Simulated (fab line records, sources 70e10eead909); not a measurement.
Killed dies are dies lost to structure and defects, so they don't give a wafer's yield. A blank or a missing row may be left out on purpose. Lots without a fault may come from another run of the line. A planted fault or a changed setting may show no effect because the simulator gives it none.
Chamber matching | flow nand_harc | NHARC_A_STAIRCASE_TRIM_229 on rie_diel-04: 4 sister chambers
The step chemistry O2, time 211.2 s. 4 wafers are shown with their chamber, then 7 later ones without.

WAFERS WITH THEIR CHAMBER
wafer  | chamber | drypump_motor_current_A (A)
L077.2 | 3       | 6.6
L091.4 | 0       | 5.5
L092.1 | 1       | 5.6
L092.3 | 2       | 5.3

WAFERS WITHOUT THEIR CHAMBER
wafer  | drypump_motor_current_A (A)
L092.5 | 5.4
L095.3 | 5.6
L095.5 | 5.3
L095.6 | 6.6
L096.2 | 5.6
L096.3 | 6.6
L096.5 | 5.5

WHICH CHAMBER EACH WENT THROUGH
wafer  | from the rows above     | in truth
L092.5 | can't be placed: 0 or 2 | 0
L095.3 | 1                       | 1
L095.5 | 2                       | 2
L095.6 | 3                       | 3
L096.2 | 1                       | 1
L096.3 | 3                       | 3
L096.5 | 0                       | 0
Placed correctly: 6 of 7. Can't be placed from these rows: 1 (the true chamber is among the candidates in 1). Placed wrongly: 0.
How it was worked out, from the rows above alone: a wafer's distance from a chamber is the root of the sum, over the readings, of the square of ((its reading less the chamber's mean) divided by the reading's scatter). The wafer belongs to the nearest chamber; if the next one is less than 2 further off, it can't be placed. A chamber's mean is the mean of its shown wafers. The scatter: with one shown wafer a chamber, the root of the mean of the squares of how far each hidden wafer lies from its nearest shown one.
